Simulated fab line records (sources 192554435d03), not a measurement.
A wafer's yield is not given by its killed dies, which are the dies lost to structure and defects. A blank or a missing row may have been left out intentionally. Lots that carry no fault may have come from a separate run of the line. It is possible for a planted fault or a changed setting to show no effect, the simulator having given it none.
A single fault, viewed from 2 desks | flow n5Finfet | numbers are kept per desk, each desk with only its own; the story behind them comes last

== METROLOGY DESK ==
Means of the sampled wafers that have a number, per lot and without regard to the tool the lot ran on: this is what the gauges read. Marked OUT: a lot whose mean sits more than 4 standard deviations from the usual mean, which makes it out of limits; the brackets give that distance. It has 12 readings, of which 7 appear: the earliest out of limits, and the ones furthest out on some lot.
Columns: A = CJ_N at N5_BEOL_M4_RC_MEAS_101, usual 4.34; B = DIBL_N at N5_BEOL_M4_RC_MEAS_101, usual 36.2 mV/V; C = DIBL_P at N5_BEOL_M4_RC_MEAS_101, usual 36.1 mV/V; D = IOFF_N at N5_BEOL_M4_RC_MEAS_101, usual 0.16 nA/um; E = IOFF_N_85C at N5_BEOL_M4_RC_MEAS_101, usual 3.1 nA/um; F = SS_N at N5_BEOL_M4_RC_MEAS_101, usual 71.5 mV/dec; G = VT_P at N5_BEOL_M4_RC_MEAS_101, usual -249 mV
lot  | first seen here | A               | B    | C    | D               | E              | F               | G
L505 | day 10 09:52    | 4.33            | 36.5 | 36.8 | 0.16            | 3.2            | 71.7            | -244
L511 | day 11 16:01    | 4.30            | 39.1 | 39.8 | 0.20            | 3.8            | 72.5            | -247
L515 | day 12 08:26    | 4.65            | 42.1 | 35.4 | 0.60 (+12) OUT  | 8.9 (+9.9) OUT | 79.3 (+12) OUT  | -251
L517 | day 13 05:05    | 4.54            | 39.4 | 37.1 | 0.38 (+6.4) OUT | 6.2 (+5.4) OUT | 75.7 (+6.6) OUT | -250
L518 | day 13 09:29    | 4.77 (+4.3) OUT | 40.0 | 32.9 | 0.38 (+6.3) OUT | 6.4 (+5.7) OUT | 76.5 (+7.9) OUT | -251
This desk finds L515, L517, L518 out of limits, with the earliest case on L515 at day 12 08:26 (IOFF_N at N5_BEOL_M4_RC_MEAS_101). L505, L511: within limits.

== THE TOOL OWNER'S DESK: rieSi-04 ==
The tool's own readings at N5_SD_EPI_N_SD_RECESS_17 (chemistry HBr/Cl2/O2, target depth 41 nm, time 23.7 s, bt time 3 s): means of the sampled wafers that have a number, for each lot that ran on this tool. Marked OUT: a lot whose mean sits more than 4 standard deviations from the usual mean, which makes it out of limits; the brackets give that distance.
Columns: A = drypumpMotorCurrentA at N5_SD_EPI_N_SD_RECESS_17, usual 5.5 A; B = oesProductAu at N5_SD_EPI_N_SD_RECESS_17, usual 1.005 a.u.; C = throttleValvePct at N5_SD_EPI_N_SD_RECESS_17, usual 37.1 %
lot  | first seen here | A   | B     | C
L505 | day 4 21:02     | 5.7 | 1.006 | 37.1
L515 | day 7 09:54     | 6.0 | 0.993 | 37.0
L517 | day 7 21:50     | 5.8 | 1.004 | 37.1
L518 | day 8 02:50     | 5.4 | 1.026 | 37.3
Result from this desk: across the 4 lots, nothing is out of limits.

== BROUGHT TOGETHER ==
The metrology desk could have raised an alarm at day 12 08:26, on L515, L517, L518.
Nothing out of limits was seen by the tool owner's desk.
Tool owner's desk: L515, L517, L518 on record, inside its limits.
All the named lots went through N5_SD_EPI_N_SD_RECESS_17 on rieSi-04.

== WHAT THE SIMULATOR HAD PUT IN ==
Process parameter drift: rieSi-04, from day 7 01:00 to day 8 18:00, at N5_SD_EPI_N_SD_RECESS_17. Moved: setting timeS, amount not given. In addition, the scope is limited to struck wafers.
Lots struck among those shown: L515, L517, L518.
Delay in hours, fault start to first out-of-limits reading, per desk: metrology desk 127.
